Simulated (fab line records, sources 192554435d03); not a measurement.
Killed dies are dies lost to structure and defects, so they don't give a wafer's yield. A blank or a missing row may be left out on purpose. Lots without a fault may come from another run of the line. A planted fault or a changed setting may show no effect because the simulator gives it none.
Split-lot experiment | flow n5_finfet | 7 lots, 21 wafers read, on a route of 1938 steps

THE SPLIT
At N5_BEOL_M5_ILD_DEP_00 (deposits SiCOH lowk from DEMS/porogen, target thk 140.64 nm, time 25.9 s), the setting time_s was moved away from the recipe's 25.9 s on 9 of the 21 wafers read, by -11.8% to +9.5%. The other wafers ran this setting at the recipe's value.

FROM THE SPLIT TO THE READING: what the file shows between them, 1 step
- N5_BEOL_M5_CURE_79: cures SiCOH lowk, time 240 s

THE READING
M5_ILD_THK, in nm, at N5_BEOL_M5_THK_MEAS_01. Fault-free wafers of this fab line usually give 121.0 nm, standard deviation 1.7 nm.

wafer  | tool, chamber at the split | time_s as run, s | against the recipe | M5_ILD_THK, nm | against lot-mates on the recipe
L074.2 | pecvd-04, 2                | 25.9             | recipe             | 122.1          | -
L074.5 | pecvd-04, 1                | 22.84            | -11.8%             | 108.8          | -13.3
L074.6 | pecvd-04, 2                | 22.84            | -11.8%             | 108.9          | -13.2
L082.1 | pecvd-01, 0                | 28.35            | +9.5%              | 133.1          | +9.4
L082.3 | pecvd-01, 1                | 25.9             | recipe             | 122.0          | -
L082.5 | pecvd-01, 1                | 25.9             | recipe             | 125.3          | -
L089.2 | pecvd-04, 1                | 27.03            | +4.4%              | 122.3          | no lot-mate on the recipe
L089.3 | pecvd-04, 0                | 27.03            | +4.4%              | 125.2          | no lot-mate on the recipe
L089.5 | pecvd-04, 2                | 27.03            | +4.4%              | 124.6          | no lot-mate on the recipe
L090.3 | pecvd-01, 0                | 25.9             | recipe             | 119.5          | -
L090.5 | pecvd-01, 1                | 25.9             | recipe             | 122.5          | -
L090.6 | pecvd-01, 2                | 27.08            | +4.6%              | 125.0          | +4.0
L093.1 | pecvd-01, 1                | 27.69            | +6.9%              | 130.3          | +7.2
L093.4 | pecvd-01, 2                | 27.69            | +6.9%              | 127.8          | +4.7
L093.6 | pecvd-01, 1                | 25.9             | recipe             | 123.1          | -
L094.1 | pecvd-02, 1                | 25.9             | recipe             | 119.7          | -
L094.3 | pecvd-02, 2                | 25.9             | recipe             | 118.7          | -
L094.4 | pecvd-02, 1                | 25.9             | recipe             | 121.1          | -
L097.1 | pecvd-04, 1                | 25.9             | recipe             | 119.2          | -
L097.3 | pecvd-04, 0                | 25.9             | recipe             | 122.3          | -
L097.4 | pecvd-04, 2                | 25.9             | recipe             | 121.8          | -

THE FIT
A straight line over all 21 wafers: M5_ILD_THK changes by +1.05 nm for each +1% of time_s; r = +0.95; the points scatter about the line by 1.8 nm.
The same after taking each lot's own level away (the mean of its wafers on the recipe; 18 wafers): +1.04 nm for each +1%; r = +0.98; scatter 1.3 nm.
On that fit, the largest move of time_s shifts the reading by 12 nm.
The lots' own levels span 119.83 to 123.65 nm, that is 2.2 times the standard deviation above.
So the lot-to-lot level changes the slope little: the two slopes agree.
Check: with one of the wafers moved furthest among these (-11.8%) left out of the fit, the line predicts -12.2 nm for it against its lot-mates. It came out at -13.3 nm against them.

OTHER SPLITS ON THESE WAFERS
These wafers also went through other splits before the reading. Each is held against what the fit with the lots' levels taken away leaves over:
other split on the same wafers   | wafers away from the commonest value | r with M5_ILD_THK (lot level and that fit taken away)
N5_BEOL_M0_CUTY_ETCH_63 source_w | 7                                    | -0.37
N5_BEOL_M4_DESCUM_16 time_s      | 4                                    | -0.03
N5_BEOL_M4_COAT_67 spin_rpm      | 5                                    | +0.39

THE WHOLE CHAIN: every reading that the file lists as answering this split, in the file's order
step                   | what it does                                                             | reading                                                                                  | change (the file's fit)              | r (the file's)
N5_BEOL_M5_ILD_DEP_00  | deposits SiCOH lowk from DEMS/porogen, target thk 140.64 nm, time 25.9 s | SiCOH_lowk_of_BEOL_M5_ILD_DEP_00.thk_nm (the simulator's own value, which no gauge read) | +1.19 nm for each +1% of the setting | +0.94
N5_BEOL_M5_CURE_79     | cures SiCOH lowk, time 240 s                                             | SiCOH_lowk_of_BEOL_M5_ILD_DEP_00.thk_nm (the simulator's own value, which no gauge read) | +1.03 nm for each +1% of the setting | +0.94
N5_BEOL_M5_THK_MEAS_01 |                                                                          | M5_ILD_THK                                                                               | +1.02 for each +1% of the setting    | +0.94

THE FILE'S OWN FIT
M5_ILD_THK changes by +1.02 nm for each +1% of time_s, r = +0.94.
